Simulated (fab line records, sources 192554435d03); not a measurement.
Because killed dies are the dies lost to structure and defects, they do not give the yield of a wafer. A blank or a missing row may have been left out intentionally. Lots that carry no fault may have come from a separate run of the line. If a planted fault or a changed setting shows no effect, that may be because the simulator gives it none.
Which tool did it? || flow n5 finfet || 24 lots with 72 wafers sampled at 6 steps, on a route of 1938 steps

WHAT THE GAUGES READ, wafer by wafer
N5_SD_EPI_P_INSPECT_26: inspects for defects (darkfield).
{"lot": "L074", "measured": "day 3 09:42", "on": "defect inspect-01", "raw defect count": "163 137 137"}
{"lot": "L075", "measured": "day 3 19:28", "on": "defect inspect-02", "raw defect count": "214 165 223"}
{"lot": "L076", "measured": "day 3 20:10", "on": "defect inspect-02", "raw defect count": "151 220 170"}
{"lot": "L077", "measured": "day 4 03:14", "on": "defect inspect-01", "raw defect count": "172 185 147"}
{"lot": "L078", "measured": "day 4 12:17", "on": "defect inspect-01", "raw defect count": "206 283 186"}
{"lot": "L079", "measured": "day 5 00:23", "on": "defect inspect-02", "raw defect count": "145 166 132"}
{"lot": "L080", "measured": "day 5 02:35", "on": "defect inspect-01", "raw defect count": "191 148 172"}
{"lot": "L081", "measured": "day 5 09:42", "on": "defect inspect-01", "raw defect count": "130 147 173"}
{"lot": "L082", "measured": "day 5 10:03", "on": "defect inspect-01", "raw defect count": "150 217 197"}
{"lot": "L083", "measured": "day 5 17:04", "on": "defect inspect-02", "raw defect count": "162 132 116"}
{"lot": "L084", "measured": "day 6 00:40", "on": "defect inspect-02", "raw defect count": "190 127 148"}
{"lot": "L085", "measured": "day 6 05:19", "on": "defect inspect-02", "raw defect count": "163 195 218"}
{"lot": "L086", "measured": "day 6 09:00", "on": "defect inspect-02", "raw defect count": "153 185 196"}
{"lot": "L087", "measured": "day 6 20:39", "on": "defect inspect-01", "raw defect count": "158 144 155"}
{"lot": "L088", "measured": "day 6 21:12", "on": "defect inspect-01", "raw defect count": "161 176 148"}
{"lot": "L089", "measured": "day 7 06:26", "on": "defect inspect-01", "raw defect count": "167 118 162"}
{"lot": "L090", "measured": "day 7 08:39", "on": "defect inspect-01", "raw defect count": "172 137 146"}
{"lot": "L091", "measured": "day 7 15:55", "on": "defect inspect-01", "raw defect count": "139 114 232"}
{"lot": "L092", "measured": "day 7 22:17", "on": "defect inspect-01", "raw defect count": "144 162 138"}
{"lot": "L093", "measured": "day 8 06:30", "on": "defect inspect-01", "raw defect count": "123 153 210"}
{"lot": "L094", "measured": "day 8 09:43", "on": "defect inspect-02", "raw defect count": "201 116 114"}
{"lot": "L095", "measured": "day 8 21:45", "on": "defect inspect-02", "raw defect count": "185 134 190"}
{"lot": "L096", "measured": "day 8 22:52", "on": "defect inspect-02", "raw defect count": "236 212 172"}
{"lot": "L097", "measured": "day 9 02:40", "on": "defect inspect-01", "raw defect count": "158 142 154"}

N5_SD_ACTIVATION_INSPECT_02: inspects for defects (darkfield).
{"lot": "L074", "measured": "day 3 10:28", "on": "defect inspect-02", "raw defect count": "164 142 137"}
{"lot": "L075", "measured": "day 3 20:13", "on": "defect inspect-02", "raw defect count": "203 182 219"}
{"lot": "L076", "measured": "day 3 20:55", "on": "defect inspect-02", "raw defect count": "157 225 188"}
{"lot": "L077", "measured": "day 4 04:25", "on": "defect inspect-01", "raw defect count": "171 186 158"}
{"lot": "L078", "measured": "day 4 13:03", "on": "defect inspect-01", "raw defect count": "215 262 186"}
{"lot": "L079", "measured": "day 5 01:08", "on": "defect inspect-01", "raw defect count": "155 162 150"}
{"lot": "L080", "measured": "day 5 03:20", "on": "defect inspect-02", "raw defect count": "195 129 184"}
{"lot": "L081", "measured": "day 5 10:27", "on": "defect inspect-02", "raw defect count": "135 152 165"}
{"lot": "L082", "measured": "day 5 10:53", "on": "defect inspect-02", "raw defect count": "141 210 197"}
{"lot": "L083", "measured": "day 5 17:52", "on": "defect inspect-01", "raw defect count": "162 135 132"}
{"lot": "L084", "measured": "day 6 01:26", "on": "defect inspect-02", "raw defect count": "190 138 144"}
{"lot": "L085", "measured": "day 6 06:05", "on": "defect inspect-02", "raw defect count": "150 199 219"}
{"lot": "L086", "measured": "day 6 09:46", "on": "defect inspect-02", "raw defect count": "151 182 188"}
{"lot": "L087", "measured": "day 6 22:23", "on": "defect inspect-01", "raw defect count": "160 137 160"}
{"lot": "L088", "measured": "day 6 22:34", "on": "defect inspect-01", "raw defect count": "161 161 147"}
{"lot": "L089", "measured": "day 7 07:11", "on": "defect inspect-02", "raw defect count": "154 114 161"}
{"lot": "L090", "measured": "day 7 09:34", "on": "defect inspect-02", "raw defect count": "167 143 124"}
{"lot": "L091", "measured": "day 7 16:54", "on": "defect inspect-01", "raw defect count": "147 123 229"}
{"lot": "L092", "measured": "day 7 23:08", "on": "defect inspect-02", "raw defect count": "143 171 154"}
{"lot": "L093", "measured": "day 8 07:15", "on": "defect inspect-01", "raw defect count": "137 152 216"}
{"lot": "L094", "measured": "day 8 10:47", "on": "defect inspect-02", "raw defect count": "184 116 104"}
{"lot": "L095", "measured": "day 8 22:31", "on": "defect inspect-02", "raw defect count": "180 137 181"}
{"lot": "L096", "measured": "day 8 23:38", "on": "defect inspect-01", "raw defect count": "226 220 192"}
{"lot": "L097", "measured": "day 9 03:50", "on": "defect inspect-02", "raw defect count": "169 141 139"}

N5_ILD0_THK_MEAS_08.
{"lot": "L074", "measured": "day 3 13:29", "on": "film metro-02", "thk nm (nm)": "139.3 138.0 138.3"}
{"lot": "L075", "measured": "day 3 23:34", "on": "film metro-02", "thk nm (nm)": "140.8 140.5 140.1"}
{"lot": "L076", "measured": "day 3 23:59", "on": "film metro-01", "thk nm (nm)": "136.9 138.6 138.4"}
{"lot": "L077", "measured": "day 4 07:26", "on": "film metro-02", "thk nm (nm)": "139.5 138.4 139.4"}
{"lot": "L078", "measured": "day 4 16:54", "on": "film metro-01", "thk nm (nm)": "142.1 141.4 141.0"}
{"lot": "L079", "measured": "day 5 04:20", "on": "film metro-01", "thk nm (nm)": "138.7 139.7 140.6"}
{"lot": "L080", "measured": "day 5 06:23", "on": "film metro-01", "thk nm (nm)": "140.9 138.3 140.5"}
{"lot": "L081", "measured": "day 5 13:29", "on": "film metro-02", "thk nm (nm)": "141.1 141.3 142.2"}
{"lot": "L082", "measured": "day 5 13:55", "on": "film metro-01", "thk nm (nm)": "138.1 138.8 141.0"}
{"lot": "L083", "measured": "day 5 20:53", "on": "film metro-02", "thk nm (nm)": "137.9 136.7 138.9"}
{"lot": "L084", "measured": "day 6 04:41", "on": "film metro-02", "thk nm (nm)": "141.4 140.4 138.6"}
{"lot": "L085", "measured": "day 6 09:10", "on": "film metro-01", "thk nm (nm)": "140.1 140.5 141.1"}
{"lot": "L086", "measured": "day 6 12:49", "on": "film metro-01", "thk nm (nm)": "140.4 140.8 139.4"}
{"lot": "L087", "measured": "day 7 01:25", "on": "film metro-02", "thk nm (nm)": "137.6 139.1 138.5"}
{"lot": "L088", "measured": "day 7 01:53", "on": "film metro-02", "thk nm (nm)": "139.1 138.2 138.6"}
{"lot": "L089", "measured": "day 7 10:16", "on": "film metro-01", "thk nm (nm)": "139.4 139.3 140.0"}
{"lot": "L090", "measured": "day 7 12:50", "on": "film metro-02", "thk nm (nm)": "137.9 140.2 139.2"}
{"lot": "L091", "measured": "day 7 19:55", "on": "film metro-01", "thk nm (nm)": "137.5 139.1 138.0"}
{"lot": "L092", "measured": "day 8 02:10", "on": "film metro-02", "thk nm (nm)": "140.8 139.0 138.9"}
{"lot": "L093", "measured": "day 8 10:16", "on": "film metro-01", "thk nm (nm)": "139.0 139.0 140.1"}
{"lot": "L094", "measured": "day 8 14:01", "on": "film metro-02", "thk nm (nm)": "139.0 138.8 139.3"}
{"lot": "L095", "measured": "day 9 02:04", "on": "film metro-02", "thk nm (nm)": "139.4 140.3 140.3"}
{"lot": "L096", "measured": "day 9 02:46", "on": "film metro-01", "thk nm (nm)": "139.9 140.0 140.3"}
{"lot": "L097", "measured": "day 9 07:35", "on": "film metro-02", "thk nm (nm)": "138.6 139.6 136.8"}

N5_ILD0_INSPECT_06: inspects for defects (darkfield).
{"lot": "L074", "measured": "day 3 16:43", "on": "defect inspect-02", "raw defect count": "39 42 40"}
{"lot": "L075", "measured": "day 4 02:49", "on": "defect inspect-01", "raw defect count": "44 31 32"}
{"lot": "L076", "measured": "day 4 03:13", "on": "defect inspect-02", "raw defect count": "16 15 14"}
{"lot": "L077", "measured": "day 4 10:41", "on": "defect inspect-01", "raw defect count": "41 55 58"}
{"lot": "L078", "measured": "day 4 20:08", "on": "defect inspect-02", "raw defect count": "109 79 70"}
{"lot": "L079", "measured": "day 5 07:44", "on": "defect inspect-02", "raw defect count": "21 21 26"}
{"lot": "L080", "measured": "day 5 09:39", "on": "defect inspect-02", "raw defect count": "15 10 16"}
{"lot": "L081", "measured": "day 5 16:43", "on": "defect inspect-01", "raw defect count": "28 24 34"}
{"lot": "L082", "measured": "day 5 17:10", "on": "defect inspect-02", "raw defect count": "26 29 23"}
{"lot": "L083", "measured": "day 6 00:07", "on": "defect inspect-02", "raw defect count": "73 44 73"}
{"lot": "L084", "measured": "day 6 07:58", "on": "defect inspect-02", "raw defect count": "52 38 33"}
{"lot": "L085", "measured": "day 6 12:37", "on": "defect inspect-01", "raw defect count": "48 68 35"}
{"lot": "L086", "measured": "day 6 16:03", "on": "defect inspect-02", "raw defect count": "19 16 13"}
{"lot": "L087", "measured": "day 7 04:40", "on": "defect inspect-01", "raw defect count": "12 19 15"}
{"lot": "L088", "measured": "day 7 05:17", "on": "defect inspect-01", "raw defect count": "22 21 13"}
{"lot": "L089", "measured": "day 7 13:30", "on": "defect inspect-02", "raw defect count": "26 19 30"}
{"lot": "L090", "measured": "day 7 16:05", "on": "defect inspect-02", "raw defect count": "36 22 10"}
{"lot": "L091", "measured": "day 7 23:10", "on": "defect inspect-01", "raw defect count": "31 40 39"}
{"lot": "L092", "measured": "day 8 06:04", "on": "defect inspect-01", "raw defect count": "22 25 13"}
{"lot": "L093", "measured": "day 8 13:50", "on": "defect inspect-01", "raw defect count": "30 75 46"}
{"lot": "L094", "measured": "day 8 17:29", "on": "defect inspect-01", "raw defect count": "23 48 31"}
{"lot": "L095", "measured": "day 9 05:18", "on": "defect inspect-01", "raw defect count": "67 40 45"}
{"lot": "L096", "measured": "day 9 06:01", "on": "defect inspect-02", "raw defect count": "52 20 47"}
{"lot": "L097", "measured": "day 9 11:05", "on": "defect inspect-02", "raw defect count": "36 49 36"}

N5_SDB_INSPECT_13: inspects for defects (brightfield).
{"lot": "L074", "measured": "day 3 17:16", "on": "defect inspect-01", "raw defect count": "70 67 115"}
{"lot": "L075", "measured": "day 4 03:14", "on": "defect inspect-01", "raw defect count": "121 121 161"}
{"lot": "L076", "measured": "day 4 03:40", "on": "defect inspect-01", "raw defect count": "50 61 49"}
{"lot": "L077", "measured": "day 4 11:13", "on": "defect inspect-02", "raw defect count": "61 74 87"}
{"lot": "L078", "measured": "day 4 20:41", "on": "defect inspect-01", "raw defect count": "86 49 71"}
{"lot": "L079", "measured": "day 5 08:10", "on": "defect inspect-02", "raw defect count": "62 84 59"}
{"lot": "L080", "measured": "day 5 10:04", "on": "defect inspect-02", "raw defect count": "101 131 118"}
{"lot": "L081", "measured": "day 5 17:17", "on": "defect inspect-02", "raw defect count": "68 71 109"}
{"lot": "L082", "measured": "day 5 17:42", "on": "defect inspect-01", "raw defect count": "86 85 48"}
{"lot": "L083", "measured": "day 6 00:40", "on": "defect inspect-01", "raw defect count": "90 112 95"}
{"lot": "L084", "measured": "day 6 08:30", "on": "defect inspect-01", "raw defect count": "93 79 92"}
{"lot": "L085", "measured": "day 6 13:02", "on": "defect inspect-01", "raw defect count": "197 143 88"}
{"lot": "L086", "measured": "day 6 16:36", "on": "defect inspect-02", "raw defect count": "52 56 43"}
{"lot": "L087", "measured": "day 7 05:13", "on": "defect inspect-01", "raw defect count": "43 65 84"}
{"lot": "L088", "measured": "day 7 05:50", "on": "defect inspect-02", "raw defect count": "74 71 84"}
{"lot": "L089", "measured": "day 7 14:02", "on": "defect inspect-02", "raw defect count": "42 74 53"}
{"lot": "L090", "measured": "day 7 16:37", "on": "defect inspect-02", "raw defect count": "83 66 52"}
{"lot": "L091", "measured": "day 7 23:42", "on": "defect inspect-01", "raw defect count": "50 41 42"}
{"lot": "L092", "measured": "day 8 06:29", "on": "defect inspect-02", "raw defect count": "76 52 84"}
{"lot": "L093", "measured": "day 8 14:23", "on": "defect inspect-01", "raw defect count": "107 163 108"}
{"lot": "L094", "measured": "day 8 18:04", "on": "defect inspect-01", "raw defect count": "86 71 120"}
{"lot": "L095", "measured": "day 9 05:50", "on": "defect inspect-01", "raw defect count": "100 53 87"}
{"lot": "L096", "measured": "day 9 06:34", "on": "defect inspect-01", "raw defect count": "84 113 64"}
{"lot": "L097", "measured": "day 9 11:37", "on": "defect inspect-02", "raw defect count": "130 166 116"}

WHAT TOOL EACH LOT RAN ON (gives the tool, then ch and the chambers of the sampled wafers, and finally the start)
{"lot": "L074", "N5_ILD0_CMP_03": "cmp-01 ch 0,1,2, day 3 12:52"}
{"lot": "L075", "N5_ILD0_CMP_03": "cmp-04 ch 0,1, day 3 22:57"}
{"lot": "L076", "N5_ILD0_CMP_03": "cmp-04 ch 0,3, day 3 23:24"}
{"lot": "L077", "N5_ILD0_CMP_03": "cmp-01 ch 0,1,2, day 4 06:56"}
{"lot": "L078", "N5_ILD0_CMP_03": "cmp-04 ch 0,1,3, day 4 16:19"}
{"lot": "L079", "N5_ILD0_CMP_03": "cmp-01 ch 1,2, day 5 03:43"}
{"lot": "L080", "N5_ILD0_CMP_03": "cmp-04 ch 0,3, day 5 05:48"}
{"lot": "L081", "N5_ILD0_CMP_03": "cmp-03 ch 2,3, day 5 12:52"}
{"lot": "L082", "N5_ILD0_CMP_03": "cmp-04 ch 0,1,2, day 5 13:19"}
{"lot": "L083", "N5_ILD0_CMP_03": "cmp-03 ch 1,2, day 5 20:16"}
{"lot": "L084", "N5_ILD0_CMP_03": "cmp-04 ch 0,1,2, day 6 03:54"}
{"lot": "L085", "N5_ILD0_CMP_03": "cmp-01 ch 0,3, day 6 08:32"}
{"lot": "L086", "N5_ILD0_CMP_03": "cmp-01 ch 0,2,3, day 6 12:13"}
{"lot": "L087", "N5_ILD0_CMP_03": "cmp-04 ch 1,2, day 7 00:47"}
{"lot": "L088", "N5_ILD0_CMP_03": "cmp-03 ch 1,2,3, day 7 01:21"}
{"lot": "L089", "N5_ILD0_CMP_03": "cmp-01 ch 1,2,3, day 7 09:41"}
{"lot": "L090", "N5_ILD0_CMP_03": "cmp-03 ch 0,2,3, day 7 12:18"}
{"lot": "L091", "N5_ILD0_CMP_03": "cmp-03 ch 0,3, day 7 19:20"}
{"lot": "L092", "N5_ILD0_CMP_03": "cmp-01 ch 0,1,3, day 8 01:37"}
{"lot": "L093", "N5_ILD0_CMP_03": "cmp-04 ch 1,2, day 8 09:39"}
{"lot": "L094", "N5_ILD0_CMP_03": "cmp-04 ch 0,2,3, day 8 13:18"}
{"lot": "L095", "N5_ILD0_CMP_03": "cmp-04 ch 0,1,3, day 9 01:29"}
{"lot": "L096", "N5_ILD0_CMP_03": "cmp-03 ch 0,2,3, day 9 02:06"}
{"lot": "L097", "N5_ILD0_CMP_03": "cmp-01 ch 0,1,3, day 9 06:59"}
- N5_ILD0_CMP_03: polishes, stops on SiNx, t overpolish 1.9 s, target thk 197.38 nm.

WHAT THE TOOLS THEMSELVES READ (means of the sampled wafers that have a number; where no wafer has one, the mark that the record gives instead)
N5_ILD0_CMP_03.
{"lot": "L074", "tool": "cmp-01", "motor current A (A)": 12.0, "overpolish run s (s)": 1.895, "time to endpoint s (s)": 68}
{"lot": "L075", "tool": "cmp-04", "motor current A (A)": 12.9, "overpolish run s (s)": 1.903, "time to endpoint s (s)": 69}
{"lot": "L076", "tool": "cmp-04", "motor current A (A)": 13.1, "overpolish run s (s)": 1.893, "time to endpoint s (s)": 68}
{"lot": "L077", "tool": "cmp-01", "motor current A (A)": 12.1, "overpolish run s (s)": 1.906, "time to endpoint s (s)": 70}
{"lot": "L078", "tool": "cmp-04", "motor current A (A)": 13.0, "overpolish run s (s)": 1.900, "time to endpoint s (s)": 67}
{"lot": "L079", "tool": "cmp-01", "motor current A (A)": 11.9, "overpolish run s (s)": 1.905, "time to endpoint s (s)": 75}
{"lot": "L080", "tool": "cmp-04", "motor current A (A)": 12.7, "overpolish run s (s)": 1.901, "time to endpoint s (s)": 68}
{"lot": "L081", "tool": "cmp-03", "motor current A (A)": 12.3, "overpolish run s (s)": 1.898, "time to endpoint s (s)": 71}
{"lot": "L082", "tool": "cmp-04", "motor current A (A)": 12.6, "overpolish run s (s)": 1.892, "time to endpoint s (s)": 68}
{"lot": "L083", "tool": "cmp-03", "motor current A (A)": 11.7, "overpolish run s (s)": 1.895, "time to endpoint s (s)": 73}
{"lot": "L084", "tool": "cmp-04", "motor current A (A)": 12.5, "overpolish run s (s)": 1.899, "time to endpoint s (s)": 64}
{"lot": "L085", "tool": "cmp-01", "motor current A (A)": 12.2, "overpolish run s (s)": 1.898, "time to endpoint s (s)": 71}
{"lot": "L086", "tool": "cmp-01", "motor current A (A)": 12.0, "overpolish run s (s)": 1.891, "time to endpoint s (s)": 77}
{"lot": "L087", "tool": "cmp-04", "motor current A (A)": 12.0, "overpolish run s (s)": 1.897, "time to endpoint s (s)": 67}
{"lot": "L088", "tool": "cmp-03", "motor current A (A)": 11.7, "overpolish run s (s)": 1.902, "time to endpoint s (s)": 75}
{"lot": "L089", "tool": "cmp-01", "motor current A (A)": 10.6, "overpolish run s (s)": 1.902, "time to endpoint s (s)": 72}
{"lot": "L090", "tool": "cmp-03", "motor current A (A)": 11.6, "overpolish run s (s)": 1.906, "time to endpoint s (s)": 73}
{"lot": "L091", "tool": "cmp-03", "motor current A (A)": 12.3, "overpolish run s (s)": 1.895, "time to endpoint s (s)": 73}
{"lot": "L092", "tool": "cmp-01", "motor current A (A)": 10.8, "overpolish run s (s)": 1.907, "time to endpoint s (s)": 73}
{"lot": "L093", "tool": "cmp-04", "motor current A (A)": 11.6, "overpolish run s (s)": 1.903, "time to endpoint s (s)": 68}
{"lot": "L094", "tool": "cmp-04", "motor current A (A)": 12.6, "overpolish run s (s)": 1.892, "time to endpoint s (s)": 73}
{"lot": "L095", "tool": "cmp-04", "motor current A (A)": 12.8, "overpolish run s (s)": 1.898, "time to endpoint s (s)": 72}
{"lot": "L096", "tool": "cmp-03", "motor current A (A)": 11.5, "overpolish run s (s)": 1.902, "time to endpoint s (s)": 72}
{"lot": "L097", "tool": "cmp-01", "motor current A (A)": 10.6, "overpolish run s (s)": 1.900, "time to endpoint s (s)": 65}

THE ANSWER, worked out from the rows above alone
Rule: the lots themselves supply what counts as usual. The widest of any qualifying gaps counts: lots, ordered by their means at a reading, are off when they make up no more than a third of the lots, leave a main group of 4 or more, and stand apart from it by 3 or more times the standard deviation of that group's means. A main group whose means are all the same, to the digits that the tables above print for the reading, isn't used. A lot without any number at a reading at which 4 lots or more have one is off too. Any other lot the step has rows for is counted as sound. The gauges are gone through in route order, then the tools' own readings, and for those a lot's mean is taken as printed above. The first step at which some lot is off is used, and at that step the reading that is off furthest; a lot without a number counts as furthest.
Across all readings shown, no lot is off: no conclusion can be drawn from this.

WHAT THE SIMULATOR HAD INSERTED
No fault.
